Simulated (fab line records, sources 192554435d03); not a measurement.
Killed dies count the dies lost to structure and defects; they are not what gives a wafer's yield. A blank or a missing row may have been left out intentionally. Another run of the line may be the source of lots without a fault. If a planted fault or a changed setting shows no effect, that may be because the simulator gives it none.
Problem report in the 8D (eight disciplines) form, filled by code -- flow n5Finfet -- the parts of the form that need people (team, actions taken, sign-off) are left out

1. WHAT IS WRONG
Wafers without a fault read 249.99 C, standard deviation 0.18; plateTempC at N5_BEOL_M11_COAT_63 reads a mean of 227.85 C on 6 wafers belonging to 2 lots. So: -99 or more standard deviations from the usual mean.
The step: time 60 s, resist thk 100 nm.
Seen first at day 15 21:08 on lithoTrack-01, wafer L874.3. The record has a number at this step for 33 wafers belonging to 11 lots. By rule, "out" or "out of limits" means more than 4 standard deviations away from the usual mean. The other wafers with a number count as sound.

2. WHAT IT IS; WHAT IT IS NOT
question,is,is not
which readings at this step,"plateTempC, heaterPowerTotalW",-
which lots,"L874, L877","L859, L860, L861, L862, L864, L865, L868, L869, L870"
which wafers of those lots,all that have a number,-
read on which tools,lithoTrack-01,"lithoTrack-04, lithoTrack-05"
when,from day 15 21:08,up to then (27 sound wafers)

3. SUSPECTS, AND WHAT RULES EACH OUT
Counting: a tool at any process step up to the reading remains a suspect when it ran all the lots that are out and ran no sound lot after the first of those.
- lithoTrack-01 at N5_BEOL_M11_COAT_63 (time 60 s, resist thk 100 nm): kept. All lots that are out passed through it, beginning with L874 at day 15 21:08, and no sound lot followed; its final sound lot before that point was L869 at day 14 10:20. Its own heaterPowerTotalW, plateTempC readings are out on those wafers.
The count leaves lithoTrack-01 at N5_BEOL_M11_COAT_63.

4. THE CAUSE (what the simulator had put in)
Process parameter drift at N5_BEOL_M11_COAT_63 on lithoTrack-01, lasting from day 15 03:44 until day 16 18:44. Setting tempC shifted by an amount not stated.
Counting left only this tool.

5. THE CHAIN OF EFFECTS, in route order
Each row: a reading where the mean over the struck wafers with a number is more than 3 standard deviations away from the usual. Readings are gone through only where the record gives a usual standard deviation; hours: the median, over the lots, of the time from a lot's start at the first step in this table giving one to that lot's start at this step; sigmas: the change measured in usual standard deviations.
hours,step,reading,usual,on struck wafers,change,sigmas
0,N5_BEOL_M11_COAT_63,heaterPowerTotalW,500.4 W,446.0,-54.4,-30
0,N5_BEOL_M11_COAT_63,plateTempC,249.99 C,227.85,-22.14,-99 or more
Here are the process steps it includes:
- N5_BEOL_M11_COAT_63: time 60 s, resist thk 100 nm.

6. WHAT WOULD HAVE CAUGHT IT SOONER
17 hours passed between the start of the fault at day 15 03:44 and the first reading out of limits in this record, taken at day 15 21:08.
